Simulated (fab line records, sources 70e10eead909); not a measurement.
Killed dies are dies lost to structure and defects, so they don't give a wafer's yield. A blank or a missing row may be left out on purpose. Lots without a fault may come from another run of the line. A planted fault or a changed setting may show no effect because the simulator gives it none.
Chamber matching | flow nand_harc | NHARC_P_M2_DEP_33 on pecvd-03: 3 sister chambers
The step deposits SiCN, target thk 30 nm. 3 wafers are shown with their chamber, then 7 later ones without.

WAFERS WITH THEIR CHAMBER
wafer  | chamber | heater_power_w (W)
L090.6 | 1       | 561
L093.4 | 2       | 614
L093.5 | 0       | 466

WAFERS WITHOUT THEIR CHAMBER
wafer  | heater_power_w (W)
L093.6 | 505
L094.1 | 551
L094.3 | 558
L094.6 | 550
L095.3 | 462
L095.4 | 598
L095.5 | 488

WHICH CHAMBER EACH WENT THROUGH
wafer  | from the rows above     | in truth
L093.6 | can't be placed: 0 or 1 | 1
L094.1 | 1                       | 1
L094.3 | 1                       | 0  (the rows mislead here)
L094.6 | 1                       | 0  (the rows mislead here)
L095.3 | 0                       | 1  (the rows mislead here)
L095.4 | can't be placed: 2 or 1 | 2
L095.5 | 0                       | 0
Placed correctly: 2 of 7. Can't be placed from these rows: 2 (the true chamber is among the candidates in 2). Placed wrongly: 3.
How it was worked out, from the rows above alone: a wafer's distance from a chamber is the root of the sum, over the readings, of the square of ((its reading less the chamber's mean) divided by the reading's scatter). The wafer belongs to the nearest chamber; if the next one is less than 2 further off, it can't be placed. A chamber's mean is the mean of its shown wafers. The scatter: with one shown wafer a chamber, the root of the mean of the squares of how far each hidden wafer lies from its nearest shown one.
